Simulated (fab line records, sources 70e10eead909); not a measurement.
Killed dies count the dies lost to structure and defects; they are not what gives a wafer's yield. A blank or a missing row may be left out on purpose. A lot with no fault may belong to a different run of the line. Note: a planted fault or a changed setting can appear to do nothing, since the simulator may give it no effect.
Matching of chambers | flow nandHarc | NHARC_A_M0_PRE_CLEAN_31 on pecvd-02: 3 sister chambers
The step time 12 s. 3 wafers are shown with their chamber, then 8 later ones without.

## WAFERS WITH THEIR CHAMBER
wafer  | chamber | heaterPowerW (W)
L084.3 | 1       | 673
L084.6 | 2       | 587
L084.2 | 0       | 598

## WAFERS WITH NO CHAMBER GIVEN
wafer  | heaterPowerW (W)
L084.4 | 594
L084.5 | 692
L086.3 | 611
L086.4 | 514
L086.6 | 607
L097.1 | 604
L097.3 | 727
L097.4 | 691

## WHICH CHAMBER EACH WENT THROUGH
wafer  | from the rows above          | in truth
L084.4 | can't be placed: 0 or 2      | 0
L084.5 | 1                            | 1
L086.3 | can't be placed: 0 or 2 or 1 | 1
L086.4 | can't be placed: 2 or 0      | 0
L086.6 | can't be placed: 0 or 2 or 1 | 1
L097.1 | can't be placed: 0 or 2 or 1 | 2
L097.3 | 1                            | 1
L097.4 | 1                            | 1
3 of 8 placed correctly. Not placeable from these rows: 5 (in 5, the candidates include the true chamber). Number placed wrongly: 0.
How it was worked out, from the rows above alone: a wafer's distance from a chamber is the root of the sum, over the readings, of the square of ((its reading less the chamber's mean) divided by the reading's scatter). If the next closest chamber is less than 2 further off than the closest, the wafer can't be placed; otherwise it belongs to the closest. For every chamber, the mean is computed from those of its wafers that are shown. The scatter: with one shown wafer a chamber, the root of the mean of the squares of how far each hidden wafer lies from its nearest shown one.
